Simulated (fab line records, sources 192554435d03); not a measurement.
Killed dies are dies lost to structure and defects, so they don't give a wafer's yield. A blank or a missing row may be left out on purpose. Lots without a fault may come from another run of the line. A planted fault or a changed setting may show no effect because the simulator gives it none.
fab line records | flow n5_finfet
record lots=6 wafers=17 last_day=17
route steps=1938 shown BEOL_M1@801 BEOL_M4@1111 PASSIVATION@1936
lots that met no fault: from a run of the same line without faults
start_h: hours from the record's first day to the start of the lot's first wafer shown | wait_h: hours since the lot's step before | " the same as in the row above | L1.1+2: a row that stands for several wafers | - no value, or no start given | * or withheld: withheld | < > ~ a bound
route shown NAME@n: a module of which the file shows steps, and the number in the route of the first | usual: mean/standard deviation of fault-free wafers | same: alike in all rows | chamber/n: place in a boat | sites: the reading at each site | _std_site: their standard deviation | _edge_site: outer sites' mean less inner sites' | radius_mm: how far each site lies from the wafer's centre | mask NAME#n: copy n | behind: the tool/chamber that last shaped the wafer | hold: why the lot was held/for how many hours/how that ended | device: the transistor (n, p or np) that didn't switch | end of line: the same wafers' tests at the end of the route | a step without rows: its recipe alone | killed: dies lost to structure and defects at the first sort, not the wafer's yield | map: a wafer's dies, x killed, . not, _ none there
set.NAME: the setting as run; set.NAME@STEP: as run at that earlier step | model.NAME: the simulator's own value behind a step, which no gauge read
lots at some steps of the route; a table a step, a row a wafer
services: from which hour (start_h, from the record's first day; less than 0 if before it) a tool's chamber was out of use, for how many hours, and why
## steps
# step N5_BEOL_M1_ETCH_41
# recipe chemistry=CH3F/O2 target=SiCN target_depth_a=319 taper_deg=2 time_s=57.8 ion_energy_ev=120 mask_material=TiN pressure_mtorr=30 source_w=395 bias_w=75 Ar_flow_sccm=150 CH3F_flow_sccm=30 O2_flow_sccm=20
# usual chamber_pressure_mTorr=29.998/0.026 drypump_motor_current_A=5.5/0.41 oes_product_au=0.80/0.086 rf_fwd_power_W=391.2/1.7 rf_vpp_V=297.4/1.5 showerhead_plenum_p_Torr=2.00/0.06 throttle_valve_pct=16.38/0.25
# columns lot.wafer tool chamber start_h wait_h chamber_pressure_mTorr drypump_motor_current_A oes_product_au rf_fwd_power_W rf_hours_counter_h rf_vpp_V showerhead_plenum_p_Torr throttle_valve_pct
L344.2 rie_diel-05 1 - - 29.966 5.8 0.83 390.6 80 297.6 2.01 16.21
L344.3 " 2 " " 30.002 5.8 0.85 389.1 49 298.5 2.02 16.15
L344.5 " 2 " " 30.036 5.9 0.86 388.5 - 298.5 2.02 16.14
L350.2 rie_diel-04 1 - - 29.973 5.4 0.71 389.4 184 296.8 1.99 16.69
L350.3 " 0 " " 29.989 5.7 0.92 389.3 14 297.2 1.95 16.32
L350.4 " 2 " " 29.988 5.2 0.87 390.4 - 297.2 2.05 16.30
L352.2 rie_diel-06 3 - - 29.959 4.8 0.88 391.7 35 298.4 1.95 15.95
L352.5 " 1 " " 29.975 6.3 0.89 392.9 - 300.1 2.11 16.07
L352.6 " 0 " " 29.998 5.0 0.70 391.3 - 296.6 1.98 16.70
L354.2 rie_diel-05 2 - - 29.997 5.8 0.83 390.1 68 297.6 2.02 16.18
L354.3 " 0 " " 29.990 5.2 0.76 391.4 129 295.8 1.92 16.48
L354.6 " 1 " " 29.981 5.8 0.81 393.3 - 297.7 2.00 16.27
L359.3 rie_diel-04 3 - - 30.029 4.8 0.95 392.8 16 296.3 1.98 15.98
L359.4 " 2 " " 30.007 5.2 0.84 393.4 49 299.9 2.04 16.31
L363.1 rie_diel-05 3 - - 30.037 5.7 0.66 392.9 239 298.9 2.08 16.59
L363.2 " 1 " " 29.973 5.8 0.79 391.8 115 297.5 2.00 16.30
L363.5 " 3 " " 30.007 5.7 0.67 395.7 - 297.6 2.08 16.60
# step N5_BEOL_M1_STRIP_97
# recipe chemistry=N2/H2 time_s=10 power_w=450 temp_c=40 pressure_mtorr=20 rf_frequency_hz=6e+07 bias_power_w=7 n2_flow_sccm=200 h2_flow_sccm=200
# step N5_BEOL_M1_OCD_MEAS_38
# usual trench_depth_nm=54.4/0.99
# columns lot.wafer tool chamber start_h wait_h trench_depth_nm
L344.2 ocd-02 - 134.97 - 55.2
L344.3 " - " " 55.3
L344.5 " - " " 55.3
L350.2 ocd-01 - 174.89 - 54.6
L350.3 " - " " 55.6
L350.4 " - " " 53.7
L352.2 ocd-02 - 184.15 - 53.2
L352.5 " - " " 55.1
L352.6 " - " " 53.9
L354.2 ocd-02 - 202.87 - 54.6
L354.3 " - " " 53.7
L354.6 " - " " 55.3
L359.3 ocd-01 - 231.18 - 57.0
L359.4 " - " " 54.5
L363.1 ocd-02 - 256.83 - 54.5
L363.2 " - " " 55.3
L363.5 " - " " 53.9
# step N5_BEOL_M1_HM_STRIP_39
# recipe chemistry=peroxide_tin_strip material=TiN target_depth_a=250 temp_c=50 time_s=158
# step N5_BEOL_M1_SRD_40
# recipe time_s=30 temp_c=23 rinse_liquid=diw dry=ipa_marangoni
# step N5_BEOL_M1_PRECLEAN_42
# recipe chemistry=residue_remover time_s=60 temp_c=40
# step N5_BEOL_M1_SRD_43
# recipe time_s=30 temp_c=23 rinse_liquid=diw dry=ipa_marangoni
# step N5_BEOL_M1_CD_MEAS_35
# recipe target_cd_nm=18 target_cd_y_nm=21 polarity=opening
# usual cd_nm=17.9/0.35
# columns lot.wafer tool chamber start_h wait_h cd_nm
L344.2 cd_sem-01 - 135.12 0.0 17.5
L344.3 " - " " 17.3
L344.5 " - " " 17.1
L350.2 cd_sem-01 - 175.04 0.0 17.7
L350.3 " - " " 17.9
L350.4 " - " " 18.7
L352.2 cd_sem-03 - 184.31 0.0 17.7
L352.5 " - " " 18.1
L352.6 " - " " 17.7
L354.2 cd_sem-02 - 203.02 0.0 17.3
L354.3 " - " " 17.9
L354.6 " - " " 17.4
L359.3 cd_sem-03 - 231.33 0.0 18.3
L359.4 " - " " 17.9
L363.1 cd_sem-03 - 256.98 0.0 17.4
L363.2 " - " " 17.7
L363.5 " - " " 17.9
# step N5_BEOL_M1_DEGAS_44
# recipe ambient=vacuum temp_c=250 time_s=60
# usual heater_power_w=324/32
# columns lot.wafer tool chamber start_h wait_h heater_power_w
L344.2 pvd_sputter-02 - 135.66 0.5 298
L344.3 " - " " 286
L344.5 " - " " 296
L350.2 pvd_sputter-01 - 175.78 0.7 351
L350.3 " - " " 327
L350.4 " - " " 371
L352.2 pvd_sputter-02 - 184.59 0.3 281
L352.5 " - " " 355
L352.6 " - " " 285
L354.2 pvd_sputter-02 - 203.52 0.5 287
L354.3 " - " " 301
L354.6 " - " " 290
L359.3 pvd_sputter-02 - 231.67 0.3 299
L359.4 " - " " 290
L363.1 pvd_sputter-02 - 257.44 0.5 344
L363.2 " - " " 285
L363.5 " - " " 289
# step N5_BEOL_M1_PRE_CLEAN_45
# recipe gas=H2/He time_s=30 temp_c=250
# usual heater_power_w=324/32
# columns lot.wafer tool chamber start_h wait_h heater_power_w
L344.2 pvd_sputter-02 - 135.70 0.0 294
L344.3 " - " " 287
L344.5 " - " " 297
L350.2 pvd_sputter-01 - 175.82 0.0 356
L350.3 " - " " 320
L350.4 " - " " 373
L352.2 pvd_sputter-02 - 184.63 0.0 291
L352.5 " - " " 352
L352.6 " - " " 290
L354.2 pvd_sputter-02 - 203.56 0.0 296
L354.3 " - " " 294
L354.6 " - " " 289
L359.3 pvd_sputter-02 - 231.71 0.0 292
L359.4 " - " " 297
L363.1 pvd_sputter-02 - 257.48 0.0 356
L363.2 " - " " 291
L363.5 " - " " 280
# step N5_BEOL_M1_ALD_84
# recipe material=TaN target_thk_a=* temp_c=275 ald_precursor_family=PDMAT ald_co_reactant=NH3 pressure_torr=3 carrier_flow_sccm=1500 pulse_time_s=2 purge_time_s=3 co_reactant_purge_time_s=2 co_reactant_pulse_time_s=3 ald_cycles=30 precursor_vessel_temp_c=75 precursor_vessel_pressure_torr=26.25 precursor_vessel_carrier_sccm=1000
# usual heater_power_w=417/20 mfc_carrier_sccm=1500/4.4
# columns lot.wafer tool chamber start_h wait_h heater_power_w mfc_carrier_sccm
L344.2 ald_metal-02 2 135.76 0.0 446 1498
L344.3 " 0 " " 428 1496
L344.5 " 1 " " 440 1504
L350.2 ald_metal-02 3 175.94 0.1 390 1496
L350.3 " 0 " " 421 1491
L350.4 " 3 " " 401 1502
L352.2 ald_metal-01 1 184.82 0.2 401 1496
L352.5 " 1 " " 408 1504
L352.6 " 2 " " 437 1497
L354.2 ald_metal-01 1 203.62 0.0 407 1505
L354.3 " 2 " " 450 1508
L354.6 " 2 " " 448 1502
L359.3 ald_metal-02 0 231.77 0.0 428 1505
L359.4 " 1 " " 449 1503
L363.1 ald_metal-04 2 257.54 0.0 449 1507
L363.2 " 3 " " 415 1495
L363.5 " 1 " " 392 1496
# step N5_BEOL_M1_SURFACE_TREAT_85
# recipe gas=Ar time_s=* ion_energy_ev=* ion_current_ma_cm2=0.5 pressure_mtorr=* ar_flow_sccm=30
# step N5_BEOL_M1_CVD_47
# recipe material=Co target_thk_a=30 temp_c=withheld precursor=CCTBA/H2 pressure_torr=30 time_s=223.8
# usual run_length_s=246.7/0.6
# columns lot.wafer tool chamber start_h wait_h run_length_s
L344.2 cvd_co-01 0 136.24 0.0 247.1
L344.3 " 1 " " 246.9
L344.5 " 2 " " 245.7
L350.2 cvd_co-02 2 176.67 0.3 246.8
L350.3 " 1 " " 246.2
L350.4 " 1 " " 246.5
L352.2 cvd_co-02 1 185.16 0.1 245.9
L352.5 " 2 " " 247.2
L352.6 " 1 " " 246.3
L354.2 cvd_co-01 2 204.04 0.0 245.9
L354.3 " 2 " " 246.3
L354.6 " 1 " " 247.2
L359.3 cvd_co-01 1 232.09 0.0 246.8
L359.4 " 0 " " 184.5
L363.1 cvd_co-01 2 258.08 0.0 182.0
L363.2 " 0 " " 247.6
L363.5 " 2 " " 246.2
# step N5_BEOL_M1_SPUTTER_48
# recipe material=Cu target_thk_a=45 temp_c=-20 chamber_pressure_pa=0.07 power_w=withheld time_s=8.29
# usual throttle_valve_pct=30.0/0.93
# columns lot.wafer tool chamber start_h wait_h throttle_valve_pct
L344.2 pvd_sputter-01 - 136.40 0.1 30.0
L344.3 " - " " 29.3
L344.5 " - " " 29.4
L350.2 pvd_sputter-03 - 177.56 0.8 31.7
L350.3 " - " " 29.5
L350.4 " - " " 30.3
L352.2 pvd_sputter-03 - 185.36 0.1 29.9
L352.5 " - " " 30.4
L352.6 " - " " 29.5
L354.2 pvd_sputter-02 - 204.30 0.2 30.0
L354.3 " - " " 29.6
L354.6 " - " " 32.1
L359.3 pvd_sputter-01 - 232.25 0.1 28.5
L359.4 " - " " 29.4
L363.1 pvd_sputter-01 - 258.24 0.1 28.4
L363.2 " - " " 29.1
L363.5 " - " " 30.0
# step N5_BEOL_M4_RC_MEAS_101
# usual DIBL_N=36.6/2.3 DIBL_P=36.3/2.8 IOFF_N=0.17/0.047 IOFF_P=0.22/0.048 ION_N=676/14 ION_P=463/9.4 SS_N=71.6/0.84 SS_P=73.4/0.85 VT_N=249/3.7 VT_P=-249/3.6
# columns lot.wafer tool chamber start_h wait_h DIBL_N[mV/V] DIBL_P[mV/V] IOFF_N[nA/um] IOFF_P[nA/um] ION_N[uA/um] ION_P[uA/um] SS_N[mV/dec] SS_P[mV/dec] VT_N[mV] VT_P[mV]
L344.2 prober-02 0 172.49 0.2 36.1 34.5 0.15 0.21 668 467 70.9 72.7 247 -249
L344.3 " 0 " " 38.6 37.4 0.20 0.26 690 468 72.1 73.5 247 -247
L344.5 " 0 " " 37.3 35.8 0.18 0.24 698 480 70.9 73.5 245 -243
L350.2 prober-02 0 214.70 0.2 37.0 37.2 0.17 0.19 678 459 72.2 73.2 250 -254
L350.3 " 0 " " 37.4 35.3 0.18 0.17 655 442 72.9 73.4 250 -254
L350.4 " 0 " " 33.6 31.3 0.11 0.13 637 441 70.7 72.1 257 -260
L352.2 prober-01 0 228.60 0.2 36.1 35.6 0.14 0.18 659 454 71.6 73.1 252 -252
L352.5 " 0 " " 36.7 36.9 0.15 0.21 682 471 71.1 73.7 253 -248
L352.6 " 0 " " 33.8 32.8 0.11 0.15 678 463 70.8 72.3 252 -252
L354.2 prober-01 0 238.38 0.2 38.3 38.5 0.21 0.26 681 462 70.8 73.8 244 -245
L354.3 " 0 " " 36.7 36.3 0.17 0.22 668 459 71.5 73.9 249 -249
L354.6 " 0 " " 35.4 35.0 0.14 0.19 675 464 71.0 73.4 250 -250
L359.3 prober-02 0 265.92 0.3 42.0 40.8 0.31 0.32 677 463 74.7 75.0 246 -241
L359.4 " 0 " " 38.5 39.3 0.22 0.29 693 476 72.6 74.6 245 -243
L363.1 prober-02 0 290.97 0.0 33.1 33.5 0.11 0.18 662 462 70.5 73.1 253 -252
L363.2 " 0 " " 32.9 32.5 0.11 0.16 656 459 71.0 73.2 250 -252
L363.5 " 0 " " 36.1 36.9 0.16 0.25 682 471 72.2 73.9 249 -249
# step N5_PASSIVATION_PROBE_49
# usual defect_limited_yield=91.5/1.5 killed_at_M0_to_M3=33/9.9 killed_at_M4_up=14/5.2 killed_at_contacts=11/5.2 killed_at_front_end=38/10 killed_at_other=4/3.5 killed_dies=100/18 killed_open=66/14 killed_short=32/6.9 sort_bin_4_leakage=0.00/0.027 sort_bin_5_function=5.0/1 sort_bin_6_memory=3.1/0.69 sort_bin_8_speed=0.03/0.26 sort_n_pass=1080/18 sort_yield_pct=91.5/1.5
# same gross_dies=1180 killed_at_back_side=0
# columns lot.wafer tool chamber start_h wait_h defect_limited_yield[%] killed_at_M0_to_M3 killed_at_M4_up killed_at_contacts killed_at_front_end killed_at_other killed_dies killed_open killed_short sort_bin_4_leakage[%] sort_bin_5_function[%] sort_bin_6_memory[%] sort_bin_8_speed[%] sort_n_pass sort_yield_pct[%]
L344.2 prober-01 - 276.77 0.1 90.7 32 20 10 44 4 110 75 34 0 6.1 3.0 0 1070 90.7
L344.3 prober-01 - 276.82 0.1 92.5 30 11 10 32 6 89 62 26 0 4.7 2.4 0 1091 92.5
L344.5 prober-01 - 276.92 0.2 91.1 34 11 12 38 10 105 66 39 0 5.4 3.1 0 1075 91.1
L350.2 prober-02 - 327.76 0.1 91.3 34 24 4 30 11 103 68 29 0 5.8 2.6 0 1077 91.3
L350.3 prober-02 - 327.81 0.1 91.1 28 16 16 42 3 105 73 30 0 4.7 4.0 0.08 1074 91.0
L350.4 prober-02 - 327.86 0.2 92.4 31 15 13 28 3 90 66 23 0 5.0 2.3 3.05 1054 89.3
L354.2 prober-02 - 347.66 0.1 88.9 49 7 18 52 5 131 82 47 0 6.8 3.9 0 1049 88.9
L354.3 prober-02 - 347.71 0.1 92.8 24 13 6 40 2 85 50 35 0 3.7 3.2 0 1095 92.8
L354.6 prober-02 - 347.86 0.3 92.2 25 24 3 36 4 92 61 31 0 4.7 3.0 0 1088 92.2
L363.1 prober-02 - 395.20 0.0 92.1 30 27 7 28 1 93 71 21 0 5.3 2.5 0 1087 92.1
L363.2 prober-02 - 395.25 0.1 92.1 36 12 6 36 3 93 61 32 0 5.4 2.0 0 1087 92.1
L363.5 prober-02 - 395.40 0.2 92.0 40 12 14 28 0 94 55 36 0 4.1 3.3 0.08 1086 92.0
L359.3 prober-02 - 404.93 0.1 91.8 46 12 10 29 0 97 67 30 0.25 5.4 2.5 0 1080 91.5
L359.4 prober-02 - 404.98 0.2 91.4 46 10 11 32 2 101 66 35 0 5.3 2.7 0 1079 91.4
# killed by level:class
L344.2 FIN_SAQP:geometric_particle:open=19 FIN_SAQP:geometric_particle:short=14 BEOL_M2:geometric_particle:open=14 BEOL_M4:geometric_particle:open=11 MOL_CONTACT_COAG:geometric_particle:open=10 BEOL_M3:geometric_particle:open=4 STI_FIN_REVEAL:geometric_particle:open=3 BEOL_M0_SAQP:geometric_particle:short=3
L344.3 BEOL_M3:geometric_particle:open=13 FIN_SAQP:geometric_particle:open=10 BEOL_M1:geometric_particle:open=8 MOL_CONTACT_COAG:geometric_particle:open=7 FIN_SAQP:geometric_particle:short=5 STI_FIN_REVEAL:geometric_particle:open=5 STARTING-WAFER:geometric_particle:short=4 GATE_CUT:geometric_particle:short=3
L344.5 FIN_SAQP:geometric_particle:open=12 BEOL_M0_SAQP:geometric_particle:short=11 MOL_CONTACT_COAG:geometric_particle:open=9 BEOL_M2:geometric_particle:open=7 BEOL_M1:geometric_particle:open=6 FIN_SAQP:geometric_particle:short=5 STI_FIN_REVEAL:geometric_particle:open=5 BEOL_M0_SAQP:geometric_particle:open=5
L350.2 BEOL_M0_SAQP:geometric_particle:open=12 BEOL_M4:geometric_particle:open=10 FIN_SAQP:geometric_particle:open=6 BEOL_M3:geometric_particle:open=6 DUMMY_GATE:geometric_particle:open=5 BEOL_M2:geometric_particle:open=5 PASSIVATION:area_etch=5 DUMMY_GATE:geometric_particle:short=4
L350.3 FIN_SAQP:geometric_particle:open=10 MOL_CONTACT_COAG:geometric_particle:open=10 BEOL_M2:geometric_particle:open=10 BEOL_M4:geometric_particle:open=10 FIN_SAQP:geometric_particle:short=9 BEOL_M0_SAQP:geometric_particle:open=7 MOL_CONTACT_COAG:geometric_particle:short=6 DUMMY_GATE:geometric_particle:open=5
L350.4 MOL_CONTACT_COAG:geometric_particle:open=12 DUMMY_GATE:geometric_particle:open=10 BEOL_M0_SAQP:geometric_particle:short=10 BEOL_M2:geometric_particle:open=8 STI_FIN_REVEAL:geometric_particle:open=6 BEOL_M4:geometric_particle:open=6 BEOL_M3:geometric_particle:open=4 GATE_CUT:geometric_particle:short=3
L354.2 MOL_CONTACT_COAG:geometric_particle:open=14 BEOL_M2:geometric_particle:open=13 DUMMY_GATE:geometric_particle:open=10 BEOL_M0_SAQP:geometric_particle:short=10 BEOL_M1:geometric_particle:open=10 FIN_SAQP:geometric_particle:short=6 BEOL_M3:geometric_particle:open=6 FIN_SAQP:geometric_particle:open=5
L354.3 FIN_SAQP:geometric_particle:short=11 FIN_SAQP:geometric_particle:open=8 BEOL_M4:geometric_particle:open=7 BEOL_M0_SAQP:geometric_particle:short=6 GATE_CUT:geometric_particle:short=5 BEOL_M0_SAQP:geometric_particle:open=5 MOL_CONTACT_COAG:geometric_particle:open=4 STI_FIN_REVEAL:geometric_particle:open=3
L354.6 GATE_CUT:geometric_particle:short=7 BEOL_M2:geometric_particle:open=7 BEOL_M4:geometric_particle:open=6 FIN_SAQP:geometric_particle:short=5 FIN_SAQP:geometric_particle:open=5 BEOL_M0:geometric_particle:open=5 STI_FIN_REVEAL:geometric_particle:open=4 DUMMY_GATE:geometric_particle:open=3
L363.1 BEOL_M4:geometric_particle:open=14 BEOL_M0_SAQP:geometric_particle:open=13 MOL_CONTACT_COAG:geometric_particle:open=7 BEOL_M0_SAQP:geometric_particle:short=6 BEOL_M2:geometric_particle:open=6 FIN_SAQP:geometric_particle:open=5 GATE_CUT:geometric_particle:short=5 DUMMY_GATE:geometric_particle:open=4
L363.2 BEOL_M0_SAQP:geometric_particle:open=12 FIN_SAQP:geometric_particle:open=9 BEOL_M0_SAQP:geometric_particle:short=8 FIN_SAQP:geometric_particle:short=5 MOL_CONTACT_COAG:geometric_particle:open=5 BEOL_M2:geometric_particle:open=4 STI_FIN_REVEAL:geometric_particle:open=4 GATE_CUT:geometric_particle:short=4
L363.5 BEOL_M0_SAQP:geometric_particle:short=11 MOL_CONTACT_COAG:geometric_particle:open=9 STI_FIN_REVEAL:geometric_particle:open=8 BEOL_M0_SAQP:geometric_particle:open=7 BEOL_M2:geometric_particle:open=7 BEOL_M1:geometric_particle:open=7 BEOL_M4:geometric_particle:open=6 GATE_CUT:geometric_particle:short=5
L359.3 BEOL_M2:geometric_particle:open=14 STI_FIN_REVEAL:geometric_particle:open=10 BEOL_M0_SAQP:geometric_particle:open=10 BEOL_M0_SAQP:geometric_particle:short=8 MOL_CONTACT_COAG:geometric_particle:open=7 FIN_SAQP:geometric_particle:open=5 FIN_SAQP:geometric_particle:short=4 BEOL_M2:geometric_particle:short=4
L359.4 STI_FIN_REVEAL:geometric_particle:open=15 BEOL_M0_SAQP:geometric_particle:short=15 BEOL_M0_SAQP:geometric_particle:open=11 MOL_CONTACT_COAG:geometric_particle:open=9 BEOL_M2:geometric_particle:open=6 STI_FIN_REVEAL:geometric_particle:short=5 BEOL_M0:geometric_particle:open=4 FIN_SAQP:geometric_particle:open=3
## services
# columns tool chamber start_h hours kind
cvd_co-02 1 114.67 - clean
cvd_co-01 2 115.81 14.0 repair
cvd_co-01 - 123.44 0.9 repair
rie_diel-06 3 129.28 3.8 repair
ald_metal-02 - 131.67 0.6 repair
rie_diel-04 2 140.35 6.3 repair
rie_diel-04 3 142.94 15.3 repair
rie_diel-04 - 145.57 2.8 pm
cvd_co-02 - 145.58 0.9 repair
rie_diel-06 3 153.13 9.8 repair
rie_diel-06 2 156.30 7.3 repair
ald_metal-02 1 157.30 1.7 repair
rie_diel-05 3 159.35 16.8 repair
ald_metal-04 - 161.92 4.3 repair
ald_metal-02 1 164.13 15.2 repair
rie_diel-05 0 165.72 3.0 repair
cvd_co-01 1 190.56 7.6 repair
ald_metal-01 3 193.45 5.0 repair
cvd_co-02 0 196.33 2.2 repair
rie_diel-05 - 199.23 2.8 pm
ald_metal-04 2 200.17 26.2 repair
cvd_co-02 0 202.91 7.9 repair
cvd_co-01 0 203.59 15.8 repair
ald_metal-04 - 213.44 14.6 pm
## key
first_sign step=N5_BEOL_M1_CVD_47 reading=run_length_s direction=down sigmas=99+ usual=* struck=*
effect none on later readings
met_at N5_BEOL_M1_CVD_47
struck_wafers L359.4,L363.1
onset_between 204.04 232.09
fault kind=process_parameter_drift tool=cvd_co-01 chamber=- onset_h=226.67 steps=N5_BEOL_M1_CVD_47 channel=time_s offset=* shape=step end_h=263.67 scope=struck_wafers_only acts_in=* stated=*
